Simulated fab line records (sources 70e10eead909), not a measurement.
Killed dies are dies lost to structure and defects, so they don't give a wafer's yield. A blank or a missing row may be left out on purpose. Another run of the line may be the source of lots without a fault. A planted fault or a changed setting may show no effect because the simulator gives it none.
The tool behind it: which one? / flow nand-harc / 39 wafers from 13 lots sampled at 5 of the route's 1302 steps

== WHAT THE GAUGES READ, wafer by wafer ==
NHARC_A_M0_THK_MEAS_24: measures by xrf. Usual: thk-nm reads 113.6 nm (standard deviation 1.4).
lot=L312; measured=day 22 19:28; on=film-metro-01; thk-nm (nm)=113.6 112.4 117.1; flag=
lot=L316; measured=day 24 10:59; on=film-metro-02; thk-nm (nm)=113.7 114.7 115.0; flag=
lot=L317; measured=day 25 03:42; on=film-metro-02; thk-nm (nm)=111.7 110.5 113.1; flag=
lot=L319; measured=day 26 02:22; on=film-metro-02; thk-nm (nm)=114.8 112.7 115.5; flag=
lot=L320; measured=day 26 07:02; on=film-metro-02; thk-nm (nm)=111.9 114.9 113.3; flag=
lot=L328; measured=day 29 05:05; on=film-metro-02; thk-nm (nm)=114.6 112.0 110.3; flag=
lot=L329; measured=day 29 16:30; on=film-metro-02; thk-nm (nm)=113.5 113.9 113.3; flag=
lot=L332; measured=day 30 13:56; on=film-metro-02; thk-nm (nm)=113.9 112.8 111.4; flag=
lot=L330; measured=day 30 16:01; on=film-metro-02; thk-nm (nm)=114.9 112.7 111.7; flag=
lot=L331; measured=day 31 18:33; on=film-metro-02; thk-nm (nm)=111.0 112.6 114.6; flag=
lot=L334; measured=day 31 20:40; on=film-metro-02; thk-nm (nm)=116.0 114.4 115.0; flag=
lot=L333; measured=day 32 02:14; on=film-metro-02; thk-nm (nm)=114.5 115.0 112.8; flag=
lot=L335; measured=day 32 11:50; on=film-metro-02; thk-nm (nm)=112.7 116.1 112.6; flag=

NHARC_END_SORT_01. Usual: defect-limited-yield is 90.2 % with standard deviation 2.3, killed-at-array is 62 with standard deviation 15, killed-at-other is 0.8 with standard deviation 1, killed-at-periphery is 3.7 with standard deviation 2.6, killed-dies is 66 with standard deviation 15, killed-open is 3.1 with standard deviation 1.8, and killed-short is 2.6 with standard deviation 1.7.
lot=L319; measured=day 27 15:35; on=prober-02; defect-limited-yield (%)=0 0 0; killed-at-array=674 674 675; killed-at-other=1 1 0; killed-at-periphery=2 2 2; killed-dies=677 677 677; killed-open=3 3 0; killed-short=0 1 1; flag=OFF
lot=L320; measured=day 27 23:36; on=prober-01; defect-limited-yield (%)=0 0 0; killed-at-array=668 668 670; killed-at-other=1 0 0; killed-at-periphery=8 9 7; killed-dies=677 677 677; killed-open=2 7 7; killed-short=2 3 3; flag=OFF

== TOOL THAT RAN EACH LOT (tool first, then ch and the chambers of the sampled wafers, then the start) ==
lot=L312; NHARC_A_M0_CMP_23=cmp-03 ch 1,2, day 22 19:09; NHARC_A_M1_ETCH_28=rie-diel-03 ch 2,3, day 22 21:49; NHARC_A_M1_CMP_23=cmp-01 ch 0,1,3, day 22 23:19
lot=L316; NHARC_A_M0_CMP_23=cmp-03 ch 0,1,3, day 24 10:40; NHARC_A_M1_ETCH_28=rie-diel-09 ch 1,3, day 24 13:47; NHARC_A_M1_CMP_23=cmp-04 ch 1,2,3, day 24 15:20
lot=L317; NHARC_A_M0_CMP_23=cmp-02 ch 0,3, day 25 03:25; NHARC_A_M1_ETCH_28=rie-diel-12 ch 2,3, day 25 06:02; NHARC_A_M1_CMP_23=cmp-04 ch 0,2,3, day 25 07:36
lot=L319; NHARC_A_M0_CMP_23=cmp-03 ch 0,1,3, day 26 02:02; NHARC_A_M1_ETCH_28=rie-diel-09 ch 0,1,2, day 26 05:29; NHARC_A_M1_CMP_23=cmp-02 ch 0,2,3, day 26 06:58
lot=L320; NHARC_A_M0_CMP_23=cmp-03 ch 1,2,3, day 26 06:43; NHARC_A_M1_ETCH_28=rie-diel-12 ch 0,1,2, day 26 09:22; NHARC_A_M1_CMP_23=cmp-02 ch 1,2, day 26 10:50
lot=L328; NHARC_A_M0_CMP_23=cmp-02 ch 0,2,3, day 29 04:50; NHARC_A_M1_ETCH_28=rie-diel-12 ch 1,2,3, day 29 07:17; NHARC_A_M1_CMP_23=cmp-01 ch 1,2, day 29 08:47
lot=L329; NHARC_A_M0_CMP_23=cmp-01 ch 0,1,3, day 29 16:13; NHARC_A_M1_ETCH_28=rie-diel-09 ch 0,2,3, day 29 18:52; NHARC_A_M1_CMP_23=cmp-02 ch 0,1,3, day 29 20:22
lot=L332; NHARC_A_M0_CMP_23=cmp-03 ch 0,1,2, day 30 13:41; NHARC_A_M1_ETCH_28=rie-diel-12 ch 2,3, day 30 16:26; NHARC_A_M1_CMP_23=cmp-02 ch 0,1, day 30 18:10
lot=L330; NHARC_A_M0_CMP_23=cmp-01 ch 1,2, day 30 15:43; NHARC_A_M1_ETCH_28=rie-diel-09 ch 1,2,3, day 30 18:31; NHARC_A_M1_CMP_23=cmp-04 ch 1,3, day 30 20:05
lot=L331; NHARC_A_M0_CMP_23=cmp-02 ch 0,1,2, day 31 18:17; NHARC_A_M1_ETCH_28=rie-diel-09 ch 0,2,3, day 31 20:48; NHARC_A_M1_CMP_23=cmp-02 ch 0,1,2, day 31 22:21
lot=L334; NHARC_A_M0_CMP_23=cmp-01 ch 2,3, day 31 20:20; NHARC_A_M1_ETCH_28=rie-diel-03 ch 0,1,3, day 31 22:55; NHARC_A_M1_CMP_23=cmp-04 ch 0,2,3, day 32 00:27
lot=L333; NHARC_A_M0_CMP_23=cmp-03 ch 1,2, day 32 01:56; NHARC_A_M1_ETCH_28=rie-diel-09 ch 0,3, day 32 04:27; NHARC_A_M1_CMP_23=cmp-04 ch 0,2,3, day 32 06:02
lot=L335; NHARC_A_M0_CMP_23=cmp-03 ch 1,3, day 32 11:31; NHARC_A_M1_ETCH_28=rie-diel-03 ch 1,2, day 32 14:19; NHARC_A_M1_CMP_23=cmp-02 ch 0,1,3, day 32 15:49
- NHARC_A_M0_CMP_23: polishes, t overpolish 20 s, target thk 113.75 nm.
- NHARC_A_M1_ETCH_28: etches the open film in CF4/N2, target depth 30 nm, time 72.99 s.
- NHARC_A_M1_CMP_23: polishes, t overpolish 20 s, target thk 154.34 nm.

== AS READ BY THE TOOLS THEMSELVES (means over the sampled wafers that have a number; for cases with no such wafer, the mark the record gives instead) ==
NHARC_A_M0_CMP_23. Usual: motor-current-A 11.5 A, standard deviation 1.2; time-to-endpoint-s 28.4 s, standard deviation 2.1.
lot=L312; tool=cmp-03; motor-current-A (A)=12.2; time-to-endpoint-s (s)=28.0; flag=
lot=L316; tool=cmp-03; motor-current-A (A)=11.6; time-to-endpoint-s (s)=29.6; flag=
lot=L317; tool=cmp-02; motor-current-A (A)=11.7; time-to-endpoint-s (s)=27.7; flag=
lot=L319; tool=cmp-03; motor-current-A (A)=11.0; time-to-endpoint-s (s)=31.6; flag=
lot=L320; tool=cmp-03; motor-current-A (A)=11.5; time-to-endpoint-s (s)=29.8; flag=
lot=L328; tool=cmp-02; motor-current-A (A)=12.0; time-to-endpoint-s (s)=27.8; flag=
lot=L329; tool=cmp-01; motor-current-A (A)=11.5; time-to-endpoint-s (s)=26.3; flag=
lot=L332; tool=cmp-03; motor-current-A (A)=12.1; time-to-endpoint-s (s)=28.4; flag=
lot=L330; tool=cmp-01; motor-current-A (A)=11.4; time-to-endpoint-s (s)=27.3; flag=
lot=L331; tool=cmp-02; motor-current-A (A)=11.4; time-to-endpoint-s (s)=23.8; flag=
lot=L334; tool=cmp-01; motor-current-A (A)=10.7; time-to-endpoint-s (s)=28.3; flag=
lot=L333; tool=cmp-03; motor-current-A (A)=12.1; time-to-endpoint-s (s)=29.5; flag=
lot=L335; tool=cmp-03; motor-current-A (A)=10.8; time-to-endpoint-s (s)=28.5; flag=

NHARC_A_M1_ETCH_28. Usual: bias-w is 100.0 W with standard deviation 0.33, cf4-flow-sccm is 50.01 sccm with standard deviation 0.14, drypump-motor-current-A is 6.0 A with standard deviation 0.37, oes-product-au is 1.000 a.u. with standard deviation 0.0081, rf-vpp-V is 314.1 V with standard deviation 1.9, showerhead-plenum-p-Torr is 2.62 Torr with standard deviation 0.093, and throttle-valve-pct is 19.794 % with standard deviation 0.0087.
lot=L312; tool=rie-diel-03; bias-w (W)=99.7; cf4-flow-sccm (sccm)=49.86; drypump-motor-current-A (A)=6.1; oes-product-au (a.u.)=0.998; rf-vpp-V (V)=312.9; showerhead-plenum-p-Torr (Torr)=2.57; throttle-valve-pct (%)=19.786; flag=
lot=L316; tool=rie-diel-09; bias-w (W)=100.0; cf4-flow-sccm (sccm)=50.08; drypump-motor-current-A (A)=6.2; oes-product-au (a.u.)=1.008; rf-vpp-V (V)=315.4; showerhead-plenum-p-Torr (Torr)=2.64; throttle-valve-pct (%)=19.798; flag=
lot=L317; tool=rie-diel-12; bias-w (W)=100.0; cf4-flow-sccm (sccm)=49.98; drypump-motor-current-A (A)=5.4; oes-product-au (a.u.)=0.992; rf-vpp-V (V)=315.1; showerhead-plenum-p-Torr (Torr)=2.62; throttle-valve-pct (%)=19.797; flag=
lot=L319; tool=rie-diel-09; bias-w (W)=-; cf4-flow-sccm (sccm)=-; drypump-motor-current-A (A)=-; oes-product-au (a.u.)=-; rf-vpp-V (V)=-; showerhead-plenum-p-Torr (Torr)=-; throttle-valve-pct (%)=-; flag=OFF
lot=L320; tool=rie-diel-12; bias-w (W)=-; cf4-flow-sccm (sccm)=-; drypump-motor-current-A (A)=-; oes-product-au (a.u.)=-; rf-vpp-V (V)=-; showerhead-plenum-p-Torr (Torr)=-; throttle-valve-pct (%)=-; flag=OFF
lot=L328; tool=rie-diel-12; bias-w (W)=100.0; cf4-flow-sccm (sccm)=49.89; drypump-motor-current-A (A)=5.8; oes-product-au (a.u.)=0.992; rf-vpp-V (V)=315.7; showerhead-plenum-p-Torr (Torr)=2.69; throttle-valve-pct (%)=19.789; flag=
lot=L329; tool=rie-diel-09; bias-w (W)=99.9; cf4-flow-sccm (sccm)=49.98; drypump-motor-current-A (A)=6.3; oes-product-au (a.u.)=0.995; rf-vpp-V (V)=313.0; showerhead-plenum-p-Torr (Torr)=2.57; throttle-valve-pct (%)=19.798; flag=
lot=L332; tool=rie-diel-12; bias-w (W)=99.5; cf4-flow-sccm (sccm)=49.94; drypump-motor-current-A (A)=5.4; oes-product-au (a.u.)=0.995; rf-vpp-V (V)=314.5; showerhead-plenum-p-Torr (Torr)=2.62; throttle-valve-pct (%)=19.798; flag=
lot=L330; tool=rie-diel-09; bias-w (W)=100.1; cf4-flow-sccm (sccm)=49.92; drypump-motor-current-A (A)=6.2; oes-product-au (a.u.)=1.004; rf-vpp-V (V)=314.2; showerhead-plenum-p-Torr (Torr)=2.63; throttle-valve-pct (%)=19.797; flag=
lot=L331; tool=rie-diel-09; bias-w (W)=100.2; cf4-flow-sccm (sccm)=49.98; drypump-motor-current-A (A)=6.3; oes-product-au (a.u.)=0.995; rf-vpp-V (V)=311.8; showerhead-plenum-p-Torr (Torr)=2.57; throttle-valve-pct (%)=19.796; flag=
lot=L334; tool=rie-diel-03; bias-w (W)=99.9; cf4-flow-sccm (sccm)=50.04; drypump-motor-current-A (A)=5.6; oes-product-au (a.u.)=1.011; rf-vpp-V (V)=312.9; showerhead-plenum-p-Torr (Torr)=2.55; throttle-valve-pct (%)=19.787; flag=
lot=L333; tool=rie-diel-09; bias-w (W)=99.8; cf4-flow-sccm (sccm)=50.02; drypump-motor-current-A (A)=6.3; oes-product-au (a.u.)=1.004; rf-vpp-V (V)=312.5; showerhead-plenum-p-Torr (Torr)=2.53; throttle-valve-pct (%)=19.790; flag=
lot=L335; tool=rie-diel-03; bias-w (W)=100.0; cf4-flow-sccm (sccm)=49.88; drypump-motor-current-A (A)=6.1; oes-product-au (a.u.)=1.005; rf-vpp-V (V)=314.0; showerhead-plenum-p-Torr (Torr)=2.62; throttle-valve-pct (%)=19.798; flag=

NHARC_A_M1_CMP_23. Usual: motor-current-A 11.4 A, standard deviation 1; time-to-endpoint-s 27.3 s, standard deviation 2.3.
lot=L312; tool=cmp-01; motor-current-A (A)=12.0; time-to-endpoint-s (s)=27.8; flag=
lot=L316; tool=cmp-04; motor-current-A (A)=11.4; time-to-endpoint-s (s)=26.8; flag=
lot=L317; tool=cmp-04; motor-current-A (A)=10.8; time-to-endpoint-s (s)=26.9; flag=
lot=L319; tool=cmp-02; motor-current-A (A)=12.1; time-to-endpoint-s (s)=26.4; flag=
lot=L320; tool=cmp-02; motor-current-A (A)=11.5; time-to-endpoint-s (s)=24.4; flag=
lot=L328; tool=cmp-01; motor-current-A (A)=11.9; time-to-endpoint-s (s)=28.1; flag=
lot=L329; tool=cmp-02; motor-current-A (A)=11.5; time-to-endpoint-s (s)=26.8; flag=
lot=L332; tool=cmp-02; motor-current-A (A)=10.9; time-to-endpoint-s (s)=25.5; flag=
lot=L330; tool=cmp-04; motor-current-A (A)=11.1; time-to-endpoint-s (s)=30.6; flag=
lot=L331; tool=cmp-02; motor-current-A (A)=10.9; time-to-endpoint-s (s)=27.7; flag=
lot=L334; tool=cmp-04; motor-current-A (A)=11.1; time-to-endpoint-s (s)=27.0; flag=
lot=L333; tool=cmp-04; motor-current-A (A)=11.1; time-to-endpoint-s (s)=30.6; flag=
lot=L335; tool=cmp-02; motor-current-A (A)=11.9; time-to-endpoint-s (s)=26.7; flag=

== THE ANSWER, worked out from the rows above alone ==
Rule: lot off if the mean of its wafers having a number is beyond 3 standard deviations from the usual mean. Also off: a lot with no number at a reading for which 4 or more lots have one. All remaining lots with rows at the step are treated as sound. After the gauges, taken in route order, come the tools' own readings; for these a lot's mean is taken, as printed above. At the first step where some lot is off, the reading lying furthest off is the one used; lots without a number count as furthest.
Off, at NHARC_END_SORT_01 on killed-at-array: L319, L320. Neither off nor sound, because the step has no rows for them: L312, L316, L317, L328, L329, L332, L330, L331, L334, L333, L335.
If a tool, at a process step before that reading, ran all the lots that are off and no sound lot after the first of them, it fits. Not tried: the gauges at NHARC_END_SORT_01; whatever is off there is also off at NHARC_A_M1_ETCH_28, on other tools, and gauge error can't account for it. 2 tools fit, cmp-03 at NHARC_A_M0_CMP_23 and cmp-02 at NHARC_A_M1_CMP_23, so this cannot tell which one it is.

== WHAT WAS PUT IN BY THE SIMULATOR ==
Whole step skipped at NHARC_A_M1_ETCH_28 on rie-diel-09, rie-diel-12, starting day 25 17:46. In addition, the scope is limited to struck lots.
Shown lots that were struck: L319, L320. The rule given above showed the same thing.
